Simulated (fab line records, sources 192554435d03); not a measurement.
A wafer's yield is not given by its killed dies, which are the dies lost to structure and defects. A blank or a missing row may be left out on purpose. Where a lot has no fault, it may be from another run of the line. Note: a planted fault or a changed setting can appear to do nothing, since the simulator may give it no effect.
fab line records -- flow n5-finfet
[record] lots = 5, wafers = 15, last-day = 16
route steps=1938 shown BEOL_M2@911 BEOL_M4@1111 PASSIVATION@1936
lots that met no fault: taken from a fault-free run of the same line
start-h: start of the lot's first displayed wafer, in hours after the record's first day -- wait-h: hours since the lot's step before -- " repeats the value in the row above -- L1.1+2: several wafers, shown together as one row -- - value missing, or start not given -- * or withheld: withheld -- < > ~ a bound
route shown NAME@n: NAME is a module with steps in the file, n the number in the route of the first one -- usual: the fault-free wafers' mean and standard deviation -- same: alike in all rows -- chamber/n: place in a boat -- sites: readings site by site -- _std_site: the values' standard deviation -- _edge_site: outer sites' mean less inner sites' -- radius-mm: for every site, how far away it sits from the centre of the wafer -- mask NAME#n: copy n -- behind: the last tool/chamber to shape the wafer -- hold: cause of the lot's hold/its duration in hours/its outcome -- device: the transistor (n, p or np) that didn't switch -- end of line: the tests these same wafers got at the end of their route -- a step without rows: its recipe alone -- killed: at the first sort, the dies lost to defects and structure; wafer yield is something else -- map: a wafer's dies, x killed, . not, _ none there
set.NAME: the setting as run; set.NAME@STEP: as run at that earlier step -- model.NAME: the simulator's own value behind a step, which no gauge read
lots seen at some steps along the route; tables by step, rows by wafer
services: from which hour (start-h, from the record's first day; less than 0 if before it) a tool's chamber was out of use, for how many hours, and why
[[steps]]
[step N5_BEOL_M2_ANNEAL_87]
[recipe] temp-c = 400, time-s = 240, ambient = vacuum
[step N5_BEOL_M2_SPUTTER_88]
[recipe] material = Cu, target-thk-a = 45, temp-c = -20, chamber-pressure-pa = 0.07, power-w = withheld, time-s = 8.29
[step N5_BEOL_M2_ANNEAL_89]
[recipe] temp-c = 400, time-s = 240, ambient = vacuum
[step N5_BEOL_M2_SPUTTER_90]
[recipe] material = Cu, target-thk-a = 45, temp-c = -20, chamber-pressure-pa = 0.07, power-w = withheld, time-s = 8.29
[step N5_BEOL_M2_ANNEAL_91]
[recipe] temp-c = 400, time-s = 240, ambient = vacuum
[step N5_BEOL_M2_SPUTTER_92]
[recipe] material = Cu, target-thk-a = 45, temp-c = -20, chamber-pressure-pa = 0.07, power-w = withheld, time-s = 8.29
[step N5_BEOL_M2_ANNEAL_93]
[recipe] temp-c = 400, time-s = 240, ambient = vacuum
[step N5_BEOL_M2_SPUTTER_94]
[recipe] material = Cu, target-thk-a = 45, temp-c = -20, chamber-pressure-pa = 0.07, power-w = withheld, time-s = 8.29
[step N5_BEOL_M2_ANNEAL_95]
[recipe] temp-c = 400, time-s = 240, ambient = vacuum
[step N5_BEOL_M2_SPUTTER_96]
[recipe] material = Cu, target-thk-a = 45, temp-c = -20, chamber-pressure-pa = 0.07, power-w = withheld, time-s = 8.29
[step N5_BEOL_M2_ECD_50]
[recipe] material = Cu, target-thk-a = 3000
[step N5_BEOL_M2_ANNEAL_51]
[recipe] temp-c = 225, time-s = 90, ambient = N2
[step N5_BEOL_M2_CMP_52]
[recipe] stop-on = SiOC, t-overpolish-s = 6.8, down-force-psi = 1, platen-rpm = 50, clearing-platen-down-force-psi = 1.5, clearing-platen-rpm = 50, post-cmp-clean = cu-alkaline, target-thk-nm = 40, clearing-platen-pad-velocity-m-s = 0.99484, pad-velocity-m-s = 0.99484
[usual] barrier-field-endpoint-s = 24.7/0.64, clearing-platen-down-force-psi = 1.4999/0.0028, motor-current-A = 6.0/0.64, overpolish-run-s = 6.800/0.0085, time-to-endpoint-s = 63/3.7
lot.wafer,tool,chamber,start-h,wait-h,barrier-field-endpoint-s,clearing-platen-down-force-psi,motor-current-A,overpolish-run-s,time-to-endpoint-s,model.Cu_of_BEOL_M2_ECD_50.thk-nm,model.SiO2_of_BEOL_M2_PECVD_72.thk-nm,model.SiOC_of_BEOL_M2_ILD_DEP_00.thk-nm
L230.3,cmp-01,2,179.31,0.2,23.6,1.5044,5.5,6.807,55,37,0,75.8
L230.4,cmp-01,3,179.31,0.2,24.1,1.5030,7.6,6.809,63,43.8,0,76.4
L230.6,cmp-01,2,179.31,0.2,23.8,1.4994,5.6,6.806,56,41,0,76.6
L241.3,cmp-01,3,235.56,0.2,-,-,-,-,-,302.2,16.2,78.4
L241.1,cmp-01,1,235.56,0.2,-,-,-,-,-,299.4,15.8,78.2
L241.4,cmp-01,2,235.56,0.2,-,-,-,-,-,299.8,16.2,79.8
L242.2,cmp-01,1,237.82,0.3,-,-,-,-,-,298.6,15.6,78.8
L242.6,cmp-01,3,237.82,0.3,-,-,-,-,-,302.2,16,79.8
L242.5,cmp-01,0,237.82,0.3,-,-,-,-,-,304.4,16,79.8
L243.4,cmp-03,2,238.67,0.2,-,-,-,-,-,297.2,15.6,79.6
L243.3,cmp-03,3,238.67,0.2,-,-,-,-,-,296.2,15.6,76.8
L243.5,cmp-03,1,238.67,0.2,-,-,-,-,-,296.8,16.2,79.4
L245.1,cmp-04,0,254.69,0.3,23.6,1.5001,6.4,6.798,66,40.8,0,74.8
L245.3,cmp-04,2,254.69,0.3,25.1,1.4982,5.2,6.808,69,40,0,75.4
L245.4,cmp-04,3,254.69,0.3,25.7,1.4984,7.1,6.806,67,41,0,76.2
[step N5_BEOL_M2_THK_MEAS_53]
[recipe] thk-meas-gauge = xrf, reads = Cu_of_BEOL_M2_ECD_50
[usual] M2_THK = 39.8/1.5
lot.wafer,tool,chamber,start-h,wait-h,M2_THK[nm]
L230.3,film-metro-02,-,179.57,-,36.6
L230.4,film-metro-02,-,179.57,-,43.3
L230.6,film-metro-02,-,179.57,-,40.8
L241.1,film-metro-01,-,235.86,0.2,293.1
L241.3,film-metro-01,-,235.86,0.2,298.6
L241.4,film-metro-01,-,235.86,0.2,294.2
L242.2,film-metro-01,-,238.04,0.2,297.6
L242.5,film-metro-01,-,238.04,0.2,304.7
L242.6,film-metro-01,-,238.04,0.2,302.9
L243.3,film-metro-02,-,238.89,0.1,290.1
L243.4,film-metro-02,-,238.89,0.1,290.8
L243.5,film-metro-02,-,238.89,0.1,290.0
L245.1,film-metro-01,-,254.98,-,40.5
L245.3,film-metro-01,-,254.98,-,39.5
L245.4,film-metro-01,-,254.98,-,40.5
[step N5_BEOL_M2_PRE_CLEAN_60]
[recipe] gas = NH3/H2, time-s = 15, temp-c = *, rf-power-w = 300
[step N5_BEOL_M2_CO_CAP_55]
[recipe] material = Co, target-thk-a = 20, temp-c = 200, precursor = CCTBA/H2, pressure-torr = 30, time-s = 102.1
[step N5_BEOL_M2_PRE_CLEAN_56]
[recipe] gas = NH3, time-s = 15, temp-c = withheld, rf-power-w = 300
[step N5_BEOL_M2_DEP_57]
[recipe] material = SiCN, target-thk-a = 80, temp-c = withheld, precursor = 3MS/NH3, pressure-torr = 3, rf-w = 202, time-s = 14
[step N5_BEOL_M2_RS_MEAS_58]
[recipe] thk-meas-gauge = four-point-probe, reads = Co_of_BEOL_M2_CO_CAP_55+Cu_of_BEOL_M2_ECD_50+Co_of_BEOL_M2_CVD_47+TaN_of_BEOL_M2_ALD_84
[usual] M2_RS = 0.67/0.032
lot.wafer,tool,chamber,start-h,wait-h,M2_RS[ohm/sq]
L230.3,film-metro-02,-,179.86,0.1,0.74
L230.4,film-metro-02,-,179.86,0.1,0.59
L230.6,film-metro-02,-,179.86,0.1,0.65
L241.1,film-metro-02,-,236.20,0.0,0.06
L241.3,film-metro-02,-,236.20,0.0,0.06
L241.4,film-metro-02,-,236.20,0.0,0.06
L242.2,film-metro-01,-,238.30,0.1,0.06
L242.5,film-metro-01,-,238.30,0.1,0.06
L242.6,film-metro-01,-,238.30,0.1,0.06
L243.3,film-metro-02,-,239.15,0.1,0.06
L243.4,film-metro-02,-,239.15,0.1,0.06
L243.5,film-metro-02,-,239.15,0.1,0.06
L245.1,film-metro-01,-,255.27,0.1,0.65
L245.3,film-metro-01,-,255.27,0.1,0.67
L245.4,film-metro-01,-,255.27,0.1,0.65
[step N5_BEOL_M2_INSPECT_59]
[recipe] inspect-instrument = darkfield, mode = post-dep
[usual] raw-defect-count = 74/23
lot.wafer,tool,chamber,start-h,wait-h,raw-defect-count
L230.3,defect-inspect-01,-,179.89,0.0,72
L230.4,defect-inspect-01,-,179.89,0.0,48
L230.6,defect-inspect-01,-,179.89,0.0,86
L241.1,defect-inspect-02,-,236.23,0.0,5879
L241.3,defect-inspect-02,-,236.23,0.0,6009
L241.4,defect-inspect-02,-,236.23,0.0,5980
L242.2,defect-inspect-01,-,238.33,0.0,6038
L242.5,defect-inspect-01,-,238.33,0.0,5917
L242.6,defect-inspect-01,-,238.33,0.0,5943
L243.3,defect-inspect-02,-,239.18,0.0,6004
L243.4,defect-inspect-02,-,239.18,0.0,5896
L243.5,defect-inspect-02,-,239.18,0.0,5789
L245.1,defect-inspect-02,-,255.30,0.0,85
L245.3,defect-inspect-02,-,255.30,0.0,105
L245.4,defect-inspect-02,-,255.30,0.0,99
[step N5_BEOL_M4_RC_MEAS_101]
[usual] DIBL_N = 35.8/1.8, DIBL_P = 35.6/2, IOFF_N = 0.148/0.028, IOFF_P = 0.20/0.034, ION_N = 672/12, ION_P = 462/8.5, SS_N = 71.2/0.65, SS_P = 73.1/0.67, VT_N = 251/3.3, VT_P = -251/3.8
lot.wafer,tool,chamber,start-h,wait-h,DIBL_N[mV/V],DIBL_P[mV/V],IOFF_N[nA/um],IOFF_P[nA/um],ION_N[uA/um],ION_P[uA/um],SS_N[mV/dec],SS_P[mV/dec],VT_N[mV],VT_P[mV]
L230.3,prober-01,0,199.54,0.3,35.2,36.5,0.132,0.17,638,442,71.7,72.6,254,-257
L230.4,prober-01,0,199.54,0.3,31.6,32.8,0.093,0.13,660,455,70.1,71.9,256,-259
L230.6,prober-01,0,199.54,0.3,34.8,36.1,0.130,0.17,670,458,70.1,72.0,254,-256
L245.1,prober-02,0,273.76,0.0,34.3,33.8,0.113,0.16,658,452,70.9,72.3,258,-257
L245.3,prober-02,0,273.76,0.0,33.6,33.0,0.107,0.14,659,453,70.2,71.4,256,-256
L245.4,prober-02,0,273.76,0.0,38.4,39.4,0.190,0.24,689,467,71.5,73.6,249,-251
[step N5_PASSIVATION_PROBE_49]
[usual] defect-limited-yield = 91.3/1.5, killed_at_M0_to_M3 = 34/11, killed_at_M4_up = 14/6.1, killed-at-contacts = 12/5.9, killed-at-front-end = 39/11, killed-at-other = 4/3.3, killed-dies = 102/18, killed-on-rim = 13/3.8, killed-open = 67/13, killed-short = 33/7.9, sort_bin_5_function = 5.1/1, sort_bin_6_memory = 3.3/0.7, sort_bin_8_speed = 0.1/0.69, sort-n-pass = 1077/19, sort-yield-pct = 91.3/1.6
[same] gross-dies = 1180, killed-at-back-side = 0, sort_bin_4_leakage[%] = 0
lot.wafer,tool,chamber,start-h,wait-h,defect-limited-yield[%],killed_at_M0_to_M3,killed_at_M4_up,killed-at-contacts,killed-at-front-end,killed-at-other,killed-dies,killed-on-rim,killed-open,killed-short,sort_bin_5_function[%],sort_bin_6_memory[%],sort_bin_8_speed[%],sort-n-pass,sort-yield-pct[%]
L241.1,prober-01,-,360.51,0.0,0,1142,4,9,24,1,1180,152,42,15,2.6,2.1,0,0,0
L241.3,prober-01,-,360.61,0.1,0,1103,6,20,48,3,1180,152,59,36,4.7,3.0,0,0,0
L241.4,prober-01,-,360.66,0.2,0,1119,7,13,39,2,1180,152,59,20,3.9,2.8,0,0,0
L243.3,prober-01,-,370.14,0.1,0,1129,10,11,25,5,1180,152,49,28,4.3,2.2,0,0,0
L243.4,prober-01,-,370.19,0.2,0,1136,10,3,30,1,1180,152,49,20,3.2,2.5,0,0,0
L243.5,prober-01,-,370.24,0.2,0,1101,11,21,40,7,1180,152,59,39,4.4,3.6,0,0,0
L242.2,prober-02,-,376.34,0.1,0,1100,16,15,48,1,1180,152,81,33,5.4,4.2,0,0,0
L242.5,prober-02,-,376.49,0.2,0,1100,37,7,31,5,1180,152,80,24,5.8,3.1,0,0,0
L242.6,prober-02,-,376.54,0.3,0,1090,30,10,44,6,1180,152,95,32,5.6,5.0,0,0,0
L245.1,prober-01,-,382.61,0.0,89.5,55,17,7,40,5,124,16,93,29,7.5,2.8,0,1056,89.5
L245.3,prober-01,-,382.71,0.1,89.2,50,14,17,44,2,127,13,80,45,7.3,3.4,0,1053,89.2
L245.4,prober-01,-,382.76,0.2,93.4,19,16,9,31,3,78,13,54,21,4.0,2.4,0,1102,93.4
// killed by level:class
L241.1 BEOL_M2:area-cmp=1123 BEOL_M2:geometric-particle:open=9 MOL_CONTACT_COAG:geometric-particle:open=8 FIN_SAQP:geometric-particle:short=7 DUMMY_GATE:geometric-particle:open=6 BEOL_M1:geometric-particle:open=5 DUMMY_GATE:geometric-particle:short=3 STARTING-WAFER:geometric-particle:open=3
L241.3 BEOL_M2:area-cmp=1085 MOL_CONTACT_COAG:geometric-particle:open=16 FIN_SAQP:geometric-particle:short=8 STI_FIN_REVEAL:geometric-particle:open=8 DUMMY_GATE:geometric-particle:open=7 STARTING-WAFER:geometric-particle:short=7 BEOL_M0_SAQP:geometric-particle:open=5 MOL_CONTACT_COAG:geometric-particle:short=4
L241.4 BEOL_M2:area-cmp=1099 DUMMY_GATE:geometric-particle:open=11 MOL_CONTACT_COAG:geometric-particle:open=10 STI_FIN_REVEAL:geometric-particle:open=8 FIN_SAQP:geometric-particle:open=5 BEOL_M2:geometric-particle:open=4 DUMMY_GATE:geometric-particle:short=3 GATE_CUT:geometric-particle:open=3
L243.3 BEOL_M2:area-cmp=1100 BEOL_M3:geometric-particle:open=11 MOL_CONTACT_COAG:geometric-particle:open=8 FIN_SAQP:geometric-particle:short=6 BEOL_M2:geometric-particle:open=5 STI_FIN_REVEAL:geometric-particle:open=4 BEOL_M0_SAQP:geometric-particle:open=4 DUMMY_GATE:geometric-particle:open=3
L243.4 BEOL_M2:area-cmp=1110 BEOL_M1:geometric-particle:open=12 FIN_SAQP:geometric-particle:short=10 FIN_SAQP:geometric-particle:open=6 BEOL_M0:geometric-particle:open=6 DUMMY_GATE:geometric-particle:open=4 STI_FIN_REVEAL:geometric-particle:open=3 STARTING-WAFER:geometric-particle:open=3
L243.5 BEOL_M2:area-cmp=1080 FIN_SAQP:geometric-particle:short=19 MOL_CONTACT_COAG:geometric-particle:open=18 BEOL_M0_SAQP:geometric-particle:open=8 BEOL_M0_SAQP:geometric-particle:short=7 MOL_CONTACT_COAG:geometric-particle:short=3 STI_FIN_REVEAL:geometric-particle:open=3 BEOL_M2:geometric-particle:open=3
L242.2 BEOL_M2:area-cmp=1064 BEOL_M2:geometric-particle:open=16 STI_FIN_REVEAL:geometric-particle:open=14 FIN_SAQP:geometric-particle:open=10 MOL_CONTACT_COAG:geometric-particle:open=9 BEOL_M0_SAQP:geometric-particle:open=8 DUMMY_GATE:geometric-particle:open=7 MOL_CONTACT_COAG:geometric-particle:short=6
L242.5 BEOL_M2:area-cmp=1073 BEOL_M4:geometric-particle:open=20 BEOL_M2:geometric-particle:open=10 FIN_SAQP:geometric-particle:open=7 STI_FIN_REVEAL:geometric-particle:open=7 DUMMY_GATE:geometric-particle:open=5 MOL_CONTACT_COAG:geometric-particle:open=5 BEOL_M3:geometric-particle:open=5
L242.6 BEOL_M2:area-cmp=1050 BEOL_M4:geometric-particle:open=16 STI_FIN_REVEAL:geometric-particle:open=14 BEOL_M2:geometric-particle:open=14 MOL_CONTACT_COAG:geometric-particle:open=10 FIN_SAQP:geometric-particle:short=6 BEOL_M0_SAQP:geometric-particle:short=6 ILD0:geometric-particle:open=6
L245.1 BEOL_M3:geometric-particle:open=29 BEOL_M2:geometric-particle:open=11 FIN_SAQP:geometric-particle:short=7 STI_FIN_REVEAL:geometric-particle:open=7 DUMMY_GATE:geometric-particle:open=6 MOL_CONTACT_COAG:geometric-particle:open=6 STARTING-WAFER:geometric-particle:open=5 BEOL_M1:geometric-particle:open=5
L245.3 MOL_CONTACT_COAG:geometric-particle:open=15 FIN_SAQP:geometric-particle:short=12 BEOL_M1:geometric-particle:open=11 BEOL_M0_SAQP:geometric-particle:open=9 BEOL_M4:geometric-particle:open=9 DUMMY_GATE:geometric-particle:open=8 BEOL_M2:geometric-particle:open=8 BEOL_M0_SAQP:geometric-particle:short=7
L245.4 MOL_CONTACT_COAG:geometric-particle:open=8 FIN_SAQP:geometric-particle:open=7 BEOL_M2:geometric-particle:open=7 FIN_SAQP:geometric-particle:short=6 STI_FIN_REVEAL:geometric-particle:open=6 DUMMY_GATE:geometric-particle:open=5 BEOL_M2:geometric-particle:short=3 BEOL_M4:geometric-particle:open=3
// map L241.1 (x killed, . not)
_________________xxxxxxxxxxxx________________
______________xxxxxxxxxxxxxxxxxx_____________
___________xxxxxxxxxxxxxxxxxxxxxxxx__________
__________xxxxxxxxxxxxxxxxxxxxxxxxxx_________
________xxxxxxxxxxxxxxxxxxxxxxxxxxxxxx_______
_______xxxxxxxxxxxxxxxxxxxxxxxxxxxxxxxx______
______xxxxxxxxxxxxxxxxxxxxxxxxxxxxxxxxxx_____
_____xxxxxxxxxxxxxxxxxxxxxxxxxxxxxxxxxxxx____
____xxxxxxxxxxxxxxxxxxxxxxxxxxxxxxxxxxxxxx___
___xxxxxxxxxxxxxxxxxxxxxxxxxxxxxxxxxxxxxxxx__
___xxxxxxxxxxxxxxxxxxxxxxxxxxxxxxxxxxxxxxxx__
__xxxxxxxxxxxxxxxxxxxxxxxxxxxxxxxxxxxxxxxxxx_
__xxxxxxxxxxxxxxxxxxxxxxxxxxxxxxxxxxxxxxxxxx_
_xxxxxxxxxxxxxxxxxxxxxxxxxxxxxxxxxxxxxxxxxxxx
_xxxxxxxxxxxxxxxxxxxxxxxxxxxxxxxxxxxxxxxxxxxx
_xxxxxxxxxxxxxxxxxxxxxxxxxxxxxxxxxxxxxxxxxxxx
_xxxxxxxxxxxxxxxxxxxxxxxxxxxxxxxxxxxxxxxxxxxx
_xxxxxxxxxxxxxxxxxxxxxxxxxxxxxxxxxxxxxxxxxxxx
_xxxxxxxxxxxxxxxxxxxxxxxxxxxxxxxxxxxxxxxxxxxx
_xxxxxxxxxxxxxxxxxxxxxxxxxxxxxxxxxxxxxxxxxxxx
_xxxxxxxxxxxxxxxxxxxxxxxxxxxxxxxxxxxxxxxxxxxx
__xxxxxxxxxxxxxxxxxxxxxxxxxxxxxxxxxxxxxxxxxx_
__xxxxxxxxxxxxxxxxxxxxxxxxxxxxxxxxxxxxxxxxxx_
___xxxxxxxxxxxxxxxxxxxxxxxxxxxxxxxxxxxxxxxx__
___xxxxxxxxxxxxxxxxxxxxxxxxxxxxxxxxxxxxxxxx__
____xxxxxxxxxxxxxxxxxxxxxxxxxxxxxxxxxxxxxx___
_____xxxxxxxxxxxxxxxxxxxxxxxxxxxxxxxxxxxx____
______xxxxxxxxxxxxxxxxxxxxxxxxxxxxxxxxxx_____
_______xxxxxxxxxxxxxxxxxxxxxxxxxxxxxxxx______
________xxxxxxxxxxxxxxxxxxxxxxxxxxxxxx_______
__________xxxxxxxxxxxxxxxxxxxxxxxxxx_________
___________xxxxxxxxxxxxxxxxxxxxxxxx__________
______________xxxxxxxxxxxxxxxxxx_____________
_________________xxxxxxxxxxxx________________
// map L242.2 (x killed, . not)
_________________xxxxxxxxxxxx________________
______________xxxxxxxxxxxxxxxxxx_____________
___________xxxxxxxxxxxxxxxxxxxxxxxx__________
__________xxxxxxxxxxxxxxxxxxxxxxxxxx_________
________xxxxxxxxxxxxxxxxxxxxxxxxxxxxxx_______
_______xxxxxxxxxxxxxxxxxxxxxxxxxxxxxxxx______
______xxxxxxxxxxxxxxxxxxxxxxxxxxxxxxxxxx_____
_____xxxxxxxxxxxxxxxxxxxxxxxxxxxxxxxxxxxx____
____xxxxxxxxxxxxxxxxxxxxxxxxxxxxxxxxxxxxxx___
___xxxxxxxxxxxxxxxxxxxxxxxxxxxxxxxxxxxxxxxx__
___xxxxxxxxxxxxxxxxxxxxxxxxxxxxxxxxxxxxxxxx__
__xxxxxxxxxxxxxxxxxxxxxxxxxxxxxxxxxxxxxxxxxx_
__xxxxxxxxxxxxxxxxxxxxxxxxxxxxxxxxxxxxxxxxxx_
_xxxxxxxxxxxxxxxxxxxxxxxxxxxxxxxxxxxxxxxxxxxx
_xxxxxxxxxxxxxxxxxxxxxxxxxxxxxxxxxxxxxxxxxxxx
_xxxxxxxxxxxxxxxxxxxxxxxxxxxxxxxxxxxxxxxxxxxx
_xxxxxxxxxxxxxxxxxxxxxxxxxxxxxxxxxxxxxxxxxxxx
_xxxxxxxxxxxxxxxxxxxxxxxxxxxxxxxxxxxxxxxxxxxx
_xxxxxxxxxxxxxxxxxxxxxxxxxxxxxxxxxxxxxxxxxxxx
_xxxxxxxxxxxxxxxxxxxxxxxxxxxxxxxxxxxxxxxxxxxx
_xxxxxxxxxxxxxxxxxxxxxxxxxxxxxxxxxxxxxxxxxxxx
__xxxxxxxxxxxxxxxxxxxxxxxxxxxxxxxxxxxxxxxxxx_
__xxxxxxxxxxxxxxxxxxxxxxxxxxxxxxxxxxxxxxxxxx_
___xxxxxxxxxxxxxxxxxxxxxxxxxxxxxxxxxxxxxxxx__
___xxxxxxxxxxxxxxxxxxxxxxxxxxxxxxxxxxxxxxxx__
____xxxxxxxxxxxxxxxxxxxxxxxxxxxxxxxxxxxxxx___
_____xxxxxxxxxxxxxxxxxxxxxxxxxxxxxxxxxxxx____
______xxxxxxxxxxxxxxxxxxxxxxxxxxxxxxxxxx_____
_______xxxxxxxxxxxxxxxxxxxxxxxxxxxxxxxx______
________xxxxxxxxxxxxxxxxxxxxxxxxxxxxxx_______
__________xxxxxxxxxxxxxxxxxxxxxxxxxx_________
___________xxxxxxxxxxxxxxxxxxxxxxxx__________
______________xxxxxxxxxxxxxxxxxx_____________
_________________xxxxxxxxxxxx________________
[[services]]
tool,chamber,start-h,hours,kind
cmp-03,-,156.41,-,consumable-replace:conditioner
cmp-03,-,156.41,-,consumable-replace:pad
cmp-01,-,157.95,2.1,repair
cmp-01,-,189.59,0.3,repair
cmp-01,-,193.67,4.0,pm
cmp-01,-,197.67,-,consumable-replace:conditioner
cmp-01,-,197.67,-,consumable-replace:pad
cmp-03,-,203.49,4.3,repair
cmp-04,-,206.70,4.0,pm
cmp-04,-,210.70,-,consumable-replace:conditioner
cmp-04,-,210.70,-,consumable-replace:pad
cmp-04,-,217.95,6.5,repair
cmp-01,-,218.47,1.5,repair
cmp-03,-,234.33,1.3,repair
cmp-01,-,241.90,1.7,repair
[[key]]
[first-sign] step = N5_BEOL_M2_CMP_52, reading = tool-record, direction = missing
[effect] step = N5_BEOL_M2_THK_MEAS_53, reading = M2_THK, direction = up, sigmas = 99+, usual = 39.8, struck = 295.8
[effect] step = N5_BEOL_M2_RS_MEAS_58, reading = M2_RS, direction = down, sigmas = 19, usual = 0.67, struck = 0.06
[effect] step = N5_BEOL_M2_INSPECT_59, reading = raw-defect-count, direction = up, sigmas = 99+, usual = 74, struck = 5939
[effect] step = N5_PASSIVATION_PROBE_49, reading = killed_at_M0_to_M3, direction = up, sigmas = 96, usual = 34, struck = 1113
[model-effect] step = N5_BEOL_M2_CMP_52, value = Cu_of_BEOL_M2_ECD_50.thk-nm, without = 40.89, struck = 299.6
[more-kills-born-at] N5_BEOL_M2_CMP_52@cmp-01 = 6494, N5_BEOL_M2_CMP_52@cmp-03 = 3290
met-at N5_BEOL_M2_CMP_52
struck-wafers L241.1,L241.3,L241.4,L242.2,L242.5,L242.6,L243.3,L243.4,L243.5
later-rows-left-out L241.1,L241.3,L241.4,L242.2,L242.5,L242.6,L243.3,L243.4,L243.5
onset-between 179.31 235.56
[fault] kind = skipped-step-whole, tool = cmp-01,cmp-03, chamber = -, onset-h = 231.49, steps = N5_BEOL_M2_CMP_52, scope = struck-lots-only
// later-rows-left-out: the simulator's readings of these wafers behind a module that went badly wrong aren't trusted and aren't shown, but for the sort
